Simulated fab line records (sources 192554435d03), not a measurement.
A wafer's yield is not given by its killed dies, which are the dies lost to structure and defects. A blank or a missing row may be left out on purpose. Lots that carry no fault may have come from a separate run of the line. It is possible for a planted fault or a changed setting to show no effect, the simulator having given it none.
Which of the tools did it? -- flow n5 finfet -- 10 lots with 30 wafers sampled at 6 steps, on a route of 1938 steps

== WHAT EACH GAUGE READ, for each wafer ==
N5_BEOL_M0_SAQP_THK_MEAS_05.
lot,measured,on,thk nm (nm)
L197,day 5 17:48,film metro-02,60.1 59.8 61.1
L198,day 6 02:11,film metro-01,58.8 59.3 60.4
L199,day 6 04:50,film metro-02,58.3 60.2 59.1
L202,day 7 00:16,film metro-02,60.6 62.1 62.0
L206,day 8 01:00,film metro-01,59.2 59.9 59.1
L209,day 8 21:42,film metro-02,60.0 60.0 59.8
L213,day 9 17:07,film metro-01,59.9 59.7 61.5
L216,day 10 12:20,film metro-01,59.9 58.8 59.1
L218,day 11 00:22,film metro-02,59.4 59.1 60.2
L219,day 11 03:58,film metro-02,59.9 61.2 60.5

N5_BEOL_M0_SAQP_CD_MEAS_14: the cd target is 42.5 nm.
lot,measured,on,cd nm (nm)
L197,day 5 18:10,cd sem-02,42.3 42.3 41.9
L198,day 6 02:41,cd sem-03,43.0 42.7 42.7
L199,day 6 05:11,cd sem-01,42.3 42.5 42.5
L202,day 7 00:37,cd sem-03,43.1 43.0 43.4
L206,day 8 01:29,cd sem-01,42.5 42.3 42.1
L209,day 8 22:11,cd sem-02,52.4 52.8 42.2
L213,day 9 17:29,cd sem-02,42.4 41.9 42.7
L216,day 10 12:43,cd sem-03,43.2 42.1 41.9
L218,day 11 00:52,cd sem-03,42.7 42.5 42.5
L219,day 11 04:28,cd sem-02,41.8 42.0 41.8

N5_BEOL_M4_RC_MEAS_101.
lot,measured,on,DIBL_N (mV/V),DIBL_P (mV/V),IOFF_N (nA/um),IOFF_P (nA/um),ION_N (uA/um),ION_P (uA/um),SS_N (mV/dec),SS_P (mV/dec),VT_N (mV),VT_P (mV)
L197,day 7 18:32,prober-01,38.0 36.1 38.0,38.6 35.4 37.1,0.19 0.15 0.19,0.29 0.22 0.26,680 681 684,475 471 471,72.0 72.3 72.6,73.4 72.8 74.0,249 254 245,-245 -250 -244
L198,day 8 04:16,prober-01,38.9 36.1 37.6,40.1 35.9 37.2,0.18 0.13 0.15,0.24 0.18 0.19,665 677 659,457 463 450,72.3 71.7 72.2,73.4 72.8 73.3,251 255 253,-250 -254 -257
L199,day 8 07:35,prober-02,35.0 34.2 34.2,34.5 32.3 33.6,0.15 0.12 0.13,0.22 0.19 0.21,677 669 676,466 467 472,71.3 70.5 71.5,73.6 73.2 73.4,253 252 253,-246 -250 -251
L202,day 8 23:19,prober-02,38.2 34.8 37.0,38.5 33.7 35.8,0.17 0.12 0.15,0.24 0.17 0.19,664 644 656,457 450 455,71.6 70.8 71.7,73.4 71.8 72.7,251 254 252,-250 -252 -252
L206,day 10 06:08,prober-01,37.4 36.1 36.8,37.3 36.7 38.1,0.19 0.18 0.20,0.25 0.25 0.27,680 692 699,463 476 479,72.8 71.9 72.3,72.6 73.5 73.3,244 245 244,-246 -245 -246
L209,day 11 01:16,prober-02,36.7,36.9,0.16,0.25,666,462,71.5,73.6,251,-244
L213,day 11 18:07,prober-02,34.2 36.0 34.2,33.3 35.8 33.6,0.12 0.14 0.13,0.17 0.21 0.18,654 653 656,463 452 459,71.5 71.7 71.1,71.9 72.5 72.4,256 251 252,-252 -251 -252
L216,day 12 20:58,prober-02,36.4 36.0 37.7,37.3 36.4 38.1,0.17 0.17 0.20,0.26 0.23 0.27,677 677 676,469 465 464,71.8 72.1 72.2,73.0 73.4 74.2,247 248 246,-245 -248 -246
L218,day 13 10:30,prober-01,37.3 36.1 36.4,37.4 36.5 36.4,0.18 0.16 0.15,0.21 0.20 0.19,683 677 665,462 461 453,72.5 71.8 72.2,73.4 72.6 73.0,248 249 254,-251 -253 -253
L219,day 13 13:59,prober-02,35.2 37.6 34.8,34.4 35.5 33.1,0.12 0.16 0.11,0.17 0.18 0.15,658 667 645,450 453 440,70.9 71.8 71.3,72.6 72.7 73.1,254 250 257,-253 -253 -256

== WHICH TOOL RAN EACH LOT (tool, then ch and the chambers of the sampled wafers, then the start) ==
lot,N5_BEOL_M0_SAQP_ILD_DEP_01,N5_BEOL_M0_SAQP_PECVD_04,N5_BEOL_M0_SAQP_PEB_12
L197,"pecvd-02 ch 0,1,2, day 5 17:01","pecvd-02 ch 0,1,2, day 5 17:42","litho track-04 ch 0, day 5 18:05"
L198,"pecvd-02 ch 0,2, day 5 23:18","pecvd-02 ch 0,2, day 6 02:04","litho track-04 ch 0, day 6 02:37"
L199,"pecvd-02 ch 0,2, day 6 03:56","pecvd-04 ch 0,1,2, day 6 04:44","litho track-04 ch 0, day 6 05:08"
L202,"pecvd-04 ch 1,2, day 6 22:48","pecvd-02 ch 1,2, day 7 00:08","litho track-02 ch 0, day 7 00:33"
L206,"pecvd-04 ch 0, day 7 23:08","pecvd-04 ch 0,2, day 8 00:52","litho track-04 ch 0, day 8 01:25"
L209,"pecvd-03 ch 0,1,2, day 8 19:47","pecvd-02 ch 0,2, day 8 21:34","litho track-04 ch 0, day 8 22:07"
L213,"pecvd-03 ch 1,2, day 9 15:47","pecvd-04 ch 0,2, day 9 17:01","litho track-02 ch 0, day 9 17:25"
L216,"pecvd-02 ch 0,1, day 10 10:59","pecvd-04 ch 0,1,2, day 10 12:15","litho track-02 ch 0, day 10 12:40"
L218,"pecvd-02 ch 0,1,2, day 10 22:24","pecvd-04 ch 0,1,2, day 11 00:16","litho track-02 ch 0, day 11 00:47"
L219,"pecvd-03 ch 0,1,2, day 11 02:53","pecvd-03 ch 1,2, day 11 03:53","litho track-01 ch 0, day 11 04:23"
- N5_BEOL_M0_SAQP_ILD_DEP_01: deposits SiOC from DEMS/O2, target thk 45.419 nm, time 8.7 s.
- N5_BEOL_M0_SAQP_PECVD_04: deposits a-Si from SiH4/He, target thk 60 nm, time 60.2 s.
- N5_BEOL_M0_SAQP_PEB_12: peb time 60 s.

== WHAT THE TOOLS THEMSELVES READ (means of the sampled wafers that have a number; where no wafer has one, the mark that the record gives instead) ==
N5_BEOL_M0_SAQP_ILD_DEP_01.
lot,tool,heater power w (W),showerhead plenum p Torr (Torr),throttle valve pct (%)
L197,pecvd-02,461,5.704,11.9
L198,pecvd-02,458,5.704,11.7
L199,pecvd-02,493,5.708,11.9
L202,pecvd-04,557,5.700,13.4
L206,pecvd-04,532,5.733,12.9
L209,pecvd-03,518,5.680,11.6
L213,pecvd-03,503,5.673,11.9
L216,pecvd-02,497,5.692,11.9
L218,pecvd-02,494,5.701,11.7
L219,pecvd-03,470,5.681,11.7

N5_BEOL_M0_SAQP_PECVD_04.
lot,tool,heater power w (W),showerhead plenum p Torr (Torr),throttle valve pct (%)
L197,pecvd-02,572,5.68,18.2
L198,pecvd-02,629,5.72,17.7
L199,pecvd-04,674,5.71,19.4
L202,pecvd-02,601,5.74,18.2
L206,pecvd-04,754,5.69,17.4
L209,pecvd-02,660,5.72,17.6
L213,pecvd-04,733,5.70,17.4
L216,pecvd-04,698,5.72,19.4
L218,pecvd-04,649,5.71,19.6
L219,pecvd-03,690,5.61,18.3

N5_BEOL_M0_SAQP_PEB_12.
lot,tool,exhaust pa (Pa)
L197,litho track-04,44.5
L198,litho track-04,45.0
L199,litho track-04,45.7
L202,litho track-02,45.3
L206,litho track-04,44.2
L209,litho track-04,46.1
L213,litho track-02,44.1
L216,litho track-02,44.8
L218,litho track-02,44.6
L219,litho track-01,45.0

== THE ANSWER, worked out from the rows above alone ==
Rule: what is usual is taken from the lots themselves. Put in order of their means at a reading, lots are off if they are a third of the lots or fewer, leave a main group of 4 or more, and stand apart from it by a gap of 3 or more times the standard deviation of the main group's means; of several such gaps the widest counts. If all means in a main group match to the digits the tables above print for the reading, that group is not used. Also off: a lot with no number at a reading for which 4 or more lots have one. Where the step has rows for the other lots, those lots are counted as sound. Order of review: gauges by route order, followed by the tools' own readings, for which a lot's mean as printed above is used. At the first step where some lot is off, the reading lying furthest off is the one used; lots without a number count as furthest.
Off at N5_BEOL_M0_SAQP_CD_MEAS_14 (cd nm): L209. The main group: mean 42.4 nm, standard deviation 0.35.
A tool fits if, at a process step before that reading, it ran every lot that is off, and no sound lot after the first of them. Gauges at N5_BEOL_M0_SAQP_CD_MEAS_14: tried the same way as those tools. 2 tools fit, pecvd-02 at N5_BEOL_M0_SAQP_PECVD_04 and litho track-04 at N5_BEOL_M0_SAQP_PEB_12, so this cannot tell which one it is.

== WHAT THE SIMULATOR PUT IN ==
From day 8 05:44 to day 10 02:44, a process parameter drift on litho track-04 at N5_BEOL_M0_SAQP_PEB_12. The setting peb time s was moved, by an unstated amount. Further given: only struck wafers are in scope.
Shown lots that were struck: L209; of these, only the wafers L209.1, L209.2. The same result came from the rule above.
